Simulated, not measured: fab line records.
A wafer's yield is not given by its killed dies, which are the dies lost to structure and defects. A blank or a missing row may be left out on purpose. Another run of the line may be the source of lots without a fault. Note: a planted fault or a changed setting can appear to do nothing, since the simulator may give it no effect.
Split-lot experiment    flow n5-finfet    39 wafers read from 7 lots, route of 1938 steps

== ABOUT THE SPLIT ==
At N5_GATE_CUT_DESCUM_18 (chemistry O2, time 7 s), the setting time-s was moved away from the recipe's 7 s on 18 of the 39 wafers read, by -57.9% to +30.0%. All remaining wafers had this setting at the recipe value.

The file shows no step between the split and the reading.

== THE READING ==
CAR-EUV_of_GATE_CUT_COAT_07.thk-nm (the simulator's own value, which no gauge read), in nm, at N5_GATE_CUT_ETCH_28 (etches underlayer in N2/H2, target depth 13 nm, time 10.4 s). The file gives no usual value for it. Here, 21 wafers ran the recipe; their average is 14.6 nm with a standard deviation of 0.15 nm.

wafer   tool, chamber at the split  time-s as run, s  against the recipe  CAR-EUV_of_GATE_CUT_COAT_07.thk-nm, nm  against lot-mates on the recipe
L075.1  rie-diel-03, 2,0,0          7                 recipe              14.8                                    -
L075.3  rie-diel-03, 2,0,0          7                 recipe              14.8                                    -
L075.6  rie-diel-03, 2,0,0          7                 recipe              14.8                                    -
L075.2  rie-diel-03, 1,3,3          9.098             +30.0%              13.8                                    -1.0
L075.4  rie-diel-03, 1,3,3          9.098             +30.0%              13.8                                    -1.0
L075.5  rie-diel-03, 1,3,3          9.098             +30.0%              13.8                                    -1.0
L078.1  rie-diel-03, 3,0,2          7                 recipe              14.8                                    -
L078.3  rie-diel-03, 3,0,2          7                 recipe              14.6                                    -
L078.4  rie-diel-03, 3,0,2          7                 recipe              14.6                                    -
L081.1  rie-diel-03, 3              7                 recipe              14.8                                    -
L081.2  rie-diel-03, 2,0            7                 recipe              14.6                                    -
L081.3  rie-diel-03, 2,0            7                 recipe              14.6                                    -
L081.4  rie-diel-03, 1,1,2          3.201             -54.3%              16.6                                    +1.9
L081.6  rie-diel-03, 1,1,2          3.201             -54.3%              16.6                                    +1.9
L081.5  rie-diel-03, 1,1,2          3.201             -54.3%              16.4                                    +1.7
L082.1  rie-diel-06, 0              8.327             +19.0%              13.8                                    -0.7
L082.2  rie-diel-06, 3,1,3          7                 recipe              14.6                                    -
L082.3  rie-diel-06, 3,1,3          7                 recipe              14.6                                    -
L082.4  rie-diel-06, 3,1,3          7                 recipe              14.4                                    -
L082.5  rie-diel-06, 0,1            8.327             +19.0%              14                                      -0.5
L082.6  rie-diel-06, 0,1            8.327             +19.0%              14                                      -0.5
L087.1  rie-diel-05, 0,1,3          7                 recipe              14.4                                    -
L087.2  rie-diel-05, 3,1            8.665             +23.8%              13.8                                    -0.7
L087.5  rie-diel-05, 3,1            8.665             +23.8%              13.8                                    -0.7
L087.3  rie-diel-05, 0,1,3          7                 recipe              14.6                                    -
L087.4  rie-diel-05, 0,1,3          7                 recipe              14.6                                    -
L087.6  rie-diel-05, 0              8.665             +23.8%              13.6                                    -0.9
L096.1  rie-diel-03, 0,1,1          2.95              -57.9%              16.4                                    +2.0
L096.2  rie-diel-03, 0,1,1          2.95              -57.9%              16.4                                    +2.0
L096.4  rie-diel-03, 0,1,1          2.95              -57.9%              16.4                                    +2.0
L096.3  rie-diel-03, 2              7                 recipe              14.4                                    -
L096.5  rie-diel-03, 0,2            7                 recipe              14.4                                    -
L096.6  rie-diel-03, 0,2            7                 recipe              14.4                                    -
L097.1  rie-diel-05, 2,0            7                 recipe              14.6                                    -
L097.2  rie-diel-05, 3              7                 recipe              14.8                                    -
L097.3  rie-diel-05, 1,1,2          3.608             -48.5%              16.2                                    +1.6
L097.5  rie-diel-05, 1,1,2          3.608             -48.5%              16.2                                    +1.6
L097.6  rie-diel-05, 1,1,2          3.608             -48.5%              16.2                                    +1.6
L097.4  rie-diel-05, 2,0            7                 recipe              14.4                                    -
When a row names more than one chamber, that row covers several wafers, and the file does not tell which wafer ran in which chamber.

FIT RESULTS
A straight line over all 39 wafers: CAR-EUV_of_GATE_CUT_COAT_07.thk-nm changes by -0.0328 nm for each +1% of time-s; r = -0.99; the points scatter about the line by 0.15 nm.
The same after taking each lot's own level away (the mean of its wafers on the recipe; 39 wafers): -0.0339 nm for each +1%; r = -1.00; scatter 0.088 nm.
The reading moves by 2 nm for the largest change in time-s, on that fit.
The lots' own levels span 14.40 to 14.80 nm, that is 2.6 times the standard deviation above.
Hence the lot-to-lot level has little effect on the slope; both slopes agree.
Check: +1.96 nm against its lot-mates is what the line predicts for one of the wafers moved furthest among these (-57.9%) when that wafer is left out of the fit. Against them it came out at +2 nm.

== FURTHER SPLITS ON THESE WAFERS ==
Before the reading, these wafers also passed through other splits. Each is held against what the fit with the lots' levels taken away leaves over:
other split on the same wafers        wafers away from the commonest value  r with CAR-EUV_of_GATE_CUT_COAT_07.thk-nm (lot level and that fit taken away)
N5_SD_EPI_N_EPI_21 epi-growth-time-s  15                                    +0.04

== THE WHOLE CHAIN: every reading that the file lists as answering this split, in the file's order ==
step                   what it does                                                 reading                                                                              change (the file's fit)                 r (the file's)
N5_GATE_CUT_DESCUM_18  chemistry O2, time 7 s                                       CAR-EUV_of_GATE_CUT_COAT_07.thk-nm (the simulator's own value, which no gauge read)  -0.0347 nm for each +1% of the setting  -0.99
N5_GATE_CUT_ETCH_28    etches underlayer in N2/H2, target depth 13 nm, time 10.4 s  CAR-EUV_of_GATE_CUT_COAT_07.thk-nm (the simulator's own value, which no gauge read)  -0.0339 nm for each +1% of the setting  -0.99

== FILE'S OWN FIT ==
CAR-EUV_of_GATE_CUT_COAT_07.thk-nm changes by -0.0339 nm for each +1% of time-s, r = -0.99.
